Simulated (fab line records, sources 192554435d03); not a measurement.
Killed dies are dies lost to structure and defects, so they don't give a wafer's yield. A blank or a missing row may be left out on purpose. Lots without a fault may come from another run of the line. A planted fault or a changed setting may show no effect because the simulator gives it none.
fab line records | flow n5_finfet
record lots=9 wafers=27 last_day=16
route steps=1938 shown STI_FIN_REVEAL@199 DUMMY_GATE@218 BEOL_M4@1111
lots that met no fault: from a run of the same line without faults
start_h: hours from the record's first day to the start of the lot's first wafer shown | wait_h: hours since the lot's step before | " the same as in the row above | L1.1+2: a row that stands for several wafers | - no value, or no start given | * or withheld: withheld | < > ~ a bound
route shown NAME@n: a module of which the file shows steps, and the number in the route of the first | usual: mean/standard deviation of fault-free wafers | same: alike in all rows | chamber/n: place in a boat | sites: the reading at each site | _std_site: their standard deviation | _edge_site: outer sites' mean less inner sites' | radius_mm: how far each site lies from the wafer's centre | mask NAME#n: copy n | behind: the tool/chamber that last shaped the wafer | hold: why the lot was held/for how many hours/how that ended | device: the transistor (n, p or np) that didn't switch | end of line: the same wafers' tests at the end of the route | a step without rows: its recipe alone | killed: dies lost to structure and defects at the first sort, not the wafer's yield | map: a wafer's dies, x killed, . not, _ none there
set.NAME: the setting as run; set.NAME@STEP: as run at that earlier step | model.NAME: the simulator's own value behind a step, which no gauge read
steps of the route over a sample of lots; a table a step, a row a wafer
services: from which hour (start_h, from the record's first day; less than 0 if before it) a tool's chamber was out of use, for how many hours, and why
## steps
# step N5_STI_FIN_REVEAL_ETCH_34
# recipe chemistry=H2 mode=isotropic material=Si target=Si target_depth_a=9.7 temp_c=20 pressure_mtorr=4.5 icp_w=300 bias_w=0 h2_flow_sccm=7.5 he_flow_sccm=142.5
# usual drypump_motor_current_A=5.9/0.41 he_flow_sccm=142.5/0.42 oes_product_au=1.010/0.017 throttle_valve_pct=25.94/0.28
# columns lot.wafer tool chamber start_h wait_h drypump_motor_current_A he_flow_sccm oes_product_au rf_hours_counter_h throttle_valve_pct
L623.2 rie_si-02 2 36.60 0.1 6.4 142.2 1.030 1 25.50
L623.3 " 3 " " 6.4 142.5 1.009 121 25.65
L623.4 " 0 " " 6.3 142.4 1.014 107 26.02
L625.1 rie_si-05 0 48.16 0.2 5.4 142.4 1.011 36 25.88
L625.2 " 1 " " 6.3 143.1 1.031 165 25.93
L625.5 " 0 " " 5.4 142.7 1.010 - 25.87
L626.3 rie_si-06 3 53.64 0.1 6.0 142.5 0.990 168 25.98
L626.4 " 0 " " 5.7 142.3 1.015 8 26.59
L626.6 " 1 " " 5.3 142.5 0.990 - 25.64
L627.4 rie_si-05 1 59.39 0.1 6.3 142.0 1.025 165 25.92
L627.5 " 2 " " 5.5 142.5 1.032 - 25.90
L627.6 " 1 " " 6.3 141.9 1.030 - 25.91
L636.2 rie_si-02 3 116.51 0.2 6.4 142.4 1.019 122 25.64
L636.3 " 1 " " 5.7 142.5 1.023 128 25.84
L636.5 " 1 " " 5.7 142.4 1.020 - 25.83
L637.1 rie_si-02 3 120.40 0.2 6.4 143.1 1.002 122 25.64
L637.4 " 1 " " 5.6 141.9 1.013 128 25.84
L637.5 " 1 " " 5.6 141.9 1.011 - 25.84
L638.2 rie_si-05 1 125.59 0.1 6.3 142.1 1.031 167 25.90
L638.3 " 3 " " 5.9 142.4 0.985 16 26.12
L638.6 " 2 " " 5.5 142.7 1.036 - 25.91
L639.2 rie_si-06 1 133.02 0.1 5.4 142.5 0.994 123 25.65
L639.3 " 0 " " 5.7 142.4 1.018 9 26.60
L639.5 " 0 " " 5.7 142.2 1.022 - 26.59
L640.1 rie_si-06 0 138.92 0.2 5.8 141.7 1.008 10 26.59
L640.4 " 3 " " 6.0 142.3 0.991 170 25.96
L640.5 " 3 " " 6.0 141.6 0.996 - 25.97
# step N5_DUMMY_GATE_CMP_04
# recipe material=a-Si post_cmp_clean=alkaline_brush
# usual edge_zone_pressure_frac=1.000/0.0052 motor_current_A=9.8/1.2 time_to_endpoint_s=13.9/1.7
# columns lot.wafer tool chamber start_h wait_h edge_zone_pressure_frac motor_current_A time_to_endpoint_s
L623.4 cmp-03 2 41.52 0.0 0.998 10.0 13.6
L623.3 " 3 " " 0.991 9.5 13.7
L623.2 " 0 " " 1.006 8.4 14.0
L625.1 cmp-03 0 52.87 0.1 0.997 8.4 14.0
L625.2 " 1 " " 1.010 9.9 13.2
L625.5 " 2 " " 1.004 9.7 12.6
L626.4 cmp-01 3 58.76 0.1 0.999 8.5 15.2
L626.3 " 1 " " 0.999 10.7 12.9
L626.6 " 3 " " 0.999 8.2 14.7
L627.4 cmp-01 0 64.05 0.1 1.000 10.9 13.4
L627.5 " 3 " " 0.999 8.7 14.4
L627.6 " 0 " " 0.989 10.4 12.3
L636.2 cmp-04 0 121.20 0.1 0.994 9.1 12.1
L636.3 " 1 " " 1.001 10.8 12.1
L636.5 " 3 " " 0.993 7.4 9.4
L637.4 cmp-03 3 125.03 0.0 0.992 10.2 13.1
L637.1 " 2 " " 1.000 9.7 12.0
L637.5 " 3 " " 0.993 10.0 16.5
L638.2 cmp-04 2 130.22 0.0 0.999 11.5 18.4
L638.3 " 1 " " 0.996 10.7 15.0
L638.6 " 3 " " 0.997 7.8 13.7
L639.3 cmp-03 3 137.66 0.0 0.999 10.2 17.9
L639.2 " 0 " " 0.998 8.4 17.5
L639.5 " 3 " " 1.001 9.9 15.1
L640.4 cmp-01 0 143.58 0.0 1.003 10.7 12.5
L640.1 " 1 " " 1.002 10.4 11.0
L640.5 " 1 " " 1.004 10.2 12.9
# step N5_DUMMY_GATE_EXPOSE_12
# recipe mask_id=GATE na=0.33 source_shape=annular sigma_inner=0.2 sigma_outer=0.6 polarization=unpolarized target_cd_nm=25 dose_mj=34
# usual exposure_dose_mJ_cm2=33.94/0.044 reticle_temp_C=23.02/0.098
# columns lot.wafer tool chamber start_h wait_h mask exposure_dose_mJ_cm2 reticle_temp_C
L623.2 euv_scanner-02 0 45.93 - GATE#0 33.94 23.06
L623.3 " 0 " " GATE#0 33.92 22.92
L623.4 " 0 " " GATE#0 33.94 23.15
L625.1 euv_scanner-01 0 57.34 - GATE#0 34.01 22.96
L625.2 " 0 " " GATE#0 34.00 23.02
L625.5 " 0 " " GATE#0 34.01 23.18
L626.3 euv_scanner-02 0 63.28 - GATE#0 33.93 22.84
L626.4 " 0 " " GATE#0 33.95 22.98
L626.6 " 0 " " GATE#0 33.92 22.98
L627.4 euv_scanner-02 0 68.46 - GATE#0 33.95 22.99
L627.5 " 0 " " GATE#0 33.94 22.94
L627.6 " 0 " " GATE#0 33.95 22.89
L636.2 euv_scanner-02 0 125.69 - GATE#0 33.36 22.91
L636.3 " 0 " " GATE#0 33.34 22.93
L636.5 " 0 " " GATE#0 33.30 22.95
L637.1 euv_scanner-02 0 129.44 - GATE#0 33.51 23.00
L637.4 " 0 " " GATE#0 33.50 22.98
L637.5 " 0 " " GATE#0 33.46 23.00
L638.2 euv_scanner-01 0 136.71 - GATE#0 33.96 23.08
L638.3 " 0 " " GATE#0 33.95 23.03
L638.6 " 0 " " GATE#0 33.98 22.97
L639.2 euv_scanner-01 0 142.08 - GATE#0 34.01 23.18
L639.3 " 0 " " GATE#0 34.00 22.97
L639.5 " 0 " " GATE#0 34.02 23.17
L640.1 euv_scanner-01 0 147.98 - GATE#0 33.97 22.91
L640.4 " 0 " " GATE#0 33.94 22.87
L640.5 " 0 " " GATE#0 33.97 23.05
# step N5_DUMMY_GATE_INSPECT_17
# recipe mode=adi inspect_instrument=brightfield
# usual raw_defect_count=207/51
# columns lot.wafer tool chamber start_h wait_h raw_defect_count
L623.2 defect_inspect-02 - 46.15 0.0 189
L623.3 " - " " 207
L623.4 " - " " 222
L625.1 defect_inspect-02 - 57.57 0.1 181
L625.2 " - " " 120
L625.5 " - " " 148
L626.3 defect_inspect-01 - 63.50 0.0 145
L626.4 " - " " 248
L626.6 " - " " 147
L627.4 defect_inspect-01 - 68.67 0.0 223
L627.5 " - " " 197
L627.6 " - " " 268
L636.2 defect_inspect-01 - 125.91 0.0 178
L636.3 " - " " 190
L636.5 " - " " 207
L637.1 defect_inspect-01 - 129.67 0.1 190
L637.4 " - " " 144
L637.5 " - " " 150
L638.2 defect_inspect-01 - 136.93 0.0 201
L638.3 " - " " 152
L638.6 " - " " 238
L639.2 defect_inspect-01 - 142.30 0.0 149
L639.3 " - " " 220
L639.5 " - " " 260
L640.1 defect_inspect-02 - 148.21 0.1 283
L640.4 " - " " 153
L640.5 " - " " 165
# step N5_BEOL_M4_RC_MEAS_101
# usual DIBL_N=36.4/1.4 DIBL_P=36.3/1.8 IOFF_N=0.163/0.024 IOFF_P=0.21/0.034 ION_N=673/11 ION_P=461/7.4 SS_N=71.6/0.52 SS_P=73.3/0.58 VT_N=249.4/2.5 VT_P=-250/3.5
# columns lot.wafer tool chamber start_h wait_h DIBL_N[mV/V] DIBL_P[mV/V] IOFF_N[nA/um] IOFF_P[nA/um] ION_N[uA/um] ION_P[uA/um] SS_N[mV/dec] SS_P[mV/dec] VT_N[mV] VT_P[mV]
L623.2 prober-02 0 168.13 0.2 36.6 36.5 0.169 0.20 686 462 70.9 72.7 248.1 -253
L623.3 " 0 " " 35.5 34.1 0.153 0.18 669 451 70.7 72.3 248.6 -252
L623.4 " 0 " " 36.9 37.0 0.187 0.21 699 465 71.5 73.4 246.2 -252
L625.1 prober-01 0 175.17 0.0 37.2 38.0 0.170 0.25 663 456 71.9 73.8 245.9 -246
L625.2 " 0 " " 37.2 37.4 0.169 0.24 668 462 71.2 73.4 249.0 -248
L625.5 " 0 " " 37.5 38.2 0.181 0.24 666 459 71.9 73.8 246.9 -248
L626.3 prober-02 0 186.20 0.3 36.8 37.2 0.173 0.19 674 449 71.8 73.8 246.7 -254
L626.4 " 0 " " 36.2 36.3 0.167 0.19 685 455 71.4 72.5 246.7 -254
L626.6 " 0 " " 35.0 35.3 0.147 0.17 668 453 71.9 72.8 251.3 -254
L627.4 prober-02 0 192.36 0.5 34.6 33.8 0.118 0.20 651 458 70.6 72.5 254.1 -248
L627.5 " 0 " " 36.9 36.4 0.154 0.25 661 462 72.2 72.9 247.8 -247
L627.6 " 0 " " 37.7 38.1 0.176 0.27 682 477 72.1 74.1 249.6 -243
L636.2 prober-01 0 255.33 0.2 34.8 36.0 0.148 0.22 685 473 70.6 72.5 248.2 -246
L636.3 " 0 " " 34.5 35.2 0.141 0.20 681 464 71.2 72.3 249.3 -249
L636.5 " 0 " " 36.7 36.7 0.171 0.25 676 467 71.1 73.2 245.8 -245
L637.1 prober-01 0 257.91 0.0 34.7 35.2 0.159 0.21 685 465 71.8 73.2 247.3 -247
L637.4 " 0 " " 34.5 34.6 0.148 0.20 661 463 70.6 72.9 252.2 -247
L637.5 " 0 " " 36.8 37.2 0.189 0.24 680 461 71.7 74.0 246.3 -246
L638.2 prober-01 0 260.35 0.2 35.4 36.8 0.153 0.22 674 461 71.8 72.6 250.4 -249
L638.3 " 0 " " 34.9 35.6 0.145 0.20 648 450 71.6 73.0 251.5 -251
L638.6 " 0 " " 36.1 36.5 0.154 0.21 666 458 71.9 73.0 252.0 -251
L639.2 prober-02 0 261.20 0.2 37.7 35.9 0.174 0.21 663 451 72.5 73.4 252.2 -249
L639.3 " 0 " " 35.0 33.7 0.124 0.17 661 455 71.4 73.3 254.1 -250
L639.5 " 0 " " 35.7 33.7 0.138 0.17 653 448 71.8 72.7 252.6 -256
L640.1 prober-01 0 266.60 0.0 36.4 37.2 0.175 0.22 676 461 71.5 73.4 248.3 -248
L640.4 " 0 " " 34.9 35.6 0.147 0.19 683 465 70.5 72.6 248.1 -251
L640.5 " 0 " " 35.2 36.2 0.153 0.19 682 468 70.8 72.1 249.0 -251
## services
# columns tool chamber start_h hours kind
cmp-04 - 14.96 12.8 pm
rie_si-06 3 16.62 3.0 repair
euv_scanner-01 - 17.74 1.9 repair
euv_scanner-01 0 22.70 - calibration
euv_scanner-02 0 26.68 - calibration
cmp-03 - 28.22 3.6 repair
rie_si-06 3 29.52 1.1 repair
cmp-01 - 32.08 4.0 pm
cmp-03 - 32.32 1.6 repair
euv_scanner-02 - 34.10 5.8 pm
cmp-01 - 36.08 - consumable_replace:conditioner
cmp-01 - 36.08 - consumable_replace:pad
euv_scanner-01 - 40.85 1.0 pm
rie_si-06 2 46.95 3.9 repair
euv_scanner-02 - 57.98 1.0 pm
euv_scanner-01 - 86.39 4.6 pm
euv_scanner-01 - 97.00 1.0 pm
euv_scanner-01 - 103.56 1.6 repair
rie_si-02 2 112.56 4.6 repair
euv_scanner-02 - 114.13 1.0 pm
rie_si-05 0 120.19 1.3 repair
rie_si-05 2 133.14 7.7 repair
cmp-03 - 140.57 2.4 repair
## key
first_sign step=N5_DUMMY_GATE_EXPOSE_12 reading=exposure_dose_mJ_cm2 direction=down sigmas=12 usual=33.94 struck=33.41
effect none on later readings
met_at N5_DUMMY_GATE_EXPOSE_12
struck_lots L636,L637
loop_trim step=N5_DUMMY_GATE_EXPOSE_12 setting=dose lots=L637
not_acting_at N5_STI_FIN_REVEAL_ETCH_34,N5_DUMMY_GATE_CMP_04,N5_DUMMY_GATE_INSPECT_17
onset_between 68.46 125.69
fault kind=process_parameter_drift tool=euv_scanner-02 chamber=- onset_h=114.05 steps=N5_DUMMY_GATE_EXPOSE_12 channel=dose_mj offset=-0.55922 shape=step acts_in=these_recipes_only stated=34
# loop_trim: a control loop set the setting to another value than it would have without faults
